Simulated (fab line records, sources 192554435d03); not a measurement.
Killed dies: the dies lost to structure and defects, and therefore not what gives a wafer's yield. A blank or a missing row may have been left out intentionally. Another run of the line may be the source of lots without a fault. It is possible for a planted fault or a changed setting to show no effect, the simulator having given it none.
2 desks, one fault -- flow n5_finfet -- every desk sees just its own numbers, and what lay behind them comes last

== AT THE TOOL OWNER'S DESK: cmp-04 ==
The tool's own readings at N5_ILD0_CMP_07 (polishes SiO2 flowable, stops on poly-Si, t overpolish 1.18 s, target thk 138.88 nm): means of the sampled wafers that have a number, for each lot that ran on this tool. The brackets show how far a lot's mean lies from the usual mean; more than 4 standard deviations puts the lot out of limits, marked OUT.
Columns: A = edge_zone_pressure_frac at N5_ILD0_CMP_07, usual 1.000; B = motor_current_A at N5_ILD0_CMP_07, usual 12.8 A; C = pad_life_wafers at N5_ILD0_CMP_07, usual 1162
lot,first seen here,A,B,C
L916,day 4 21:23,0.998,11.9,1220
L920,day 5 21:19,1.001,12.4,1411
L922,day 6 09:06,1.002,11.7,1526
This desk's verdict: no lot among the 3 shows anything out of limits.

== METROLOGY DESK ==
Means of the sampled wafers that have a number, per lot and without regard to the tool the lot ran on: this is what the gauges read. The brackets show how far a lot's mean lies from the usual mean; more than 4 standard deviations puts the lot out of limits, marked OUT. Only the readings that lie furthest out on some lot appear, 7 of the 12 it has.
Columns: A = thk_nm at N5_ILD0_THK_MEAS_08, usual 139.2 nm; B = cd_nm at N5_SDB_CD_MEAS_11, usual 50.5 nm; C = DIBL_N at N5_BEOL_M4_RC_MEAS_101, usual 36.8 mV/V; D = DIBL_P at N5_BEOL_M4_RC_MEAS_101, usual 37.1 mV/V; E = IOFF_P at N5_BEOL_M4_RC_MEAS_101, usual 0.22 nA/um; F = ION_P at N5_BEOL_M4_RC_MEAS_101, usual 466 uA/um; G = VT_P at N5_BEOL_M4_RC_MEAS_101, usual -250 mV
lot,first seen here,A,B,C,D,E,F,G
L912,day 4 00:53,138.9,51.2,37.6,38.8,0.27,470,-247
L914,day 4 06:05,140.0,50.8,37.5,37.7,0.27,482,-245
L915,day 4 13:44,138.7,50.4,37.0,38.6,0.24,468,-249
L916,day 4 21:38,138.9,50.1,37.2,36.4,0.22,462,-248
L920,day 5 21:37,137.2,51.4,37.1,38.3,0.20,457,-255
L922,day 6 09:22,135.8,50.5,34.5,33.3,0.17,458,-254
L923,day 6 14:07,140.5,50.6,37.1,40.0,0.26,464,-246
L931,day 8 18:32,139.7,49.0,38.1,36.7,0.18,460,-256
L933,day 9 01:48,138.7,51.2,34.9,34.7,0.22,472,-248
This desk's verdict: no lot among the 9 shows anything out of limits.

== PUT TOGETHER ==
The desk of the tool owner found nothing out of limits.
The metrology desk saw nothing out of limits.

== WHAT HAD BEEN PUT IN BY THE SIMULATOR ==
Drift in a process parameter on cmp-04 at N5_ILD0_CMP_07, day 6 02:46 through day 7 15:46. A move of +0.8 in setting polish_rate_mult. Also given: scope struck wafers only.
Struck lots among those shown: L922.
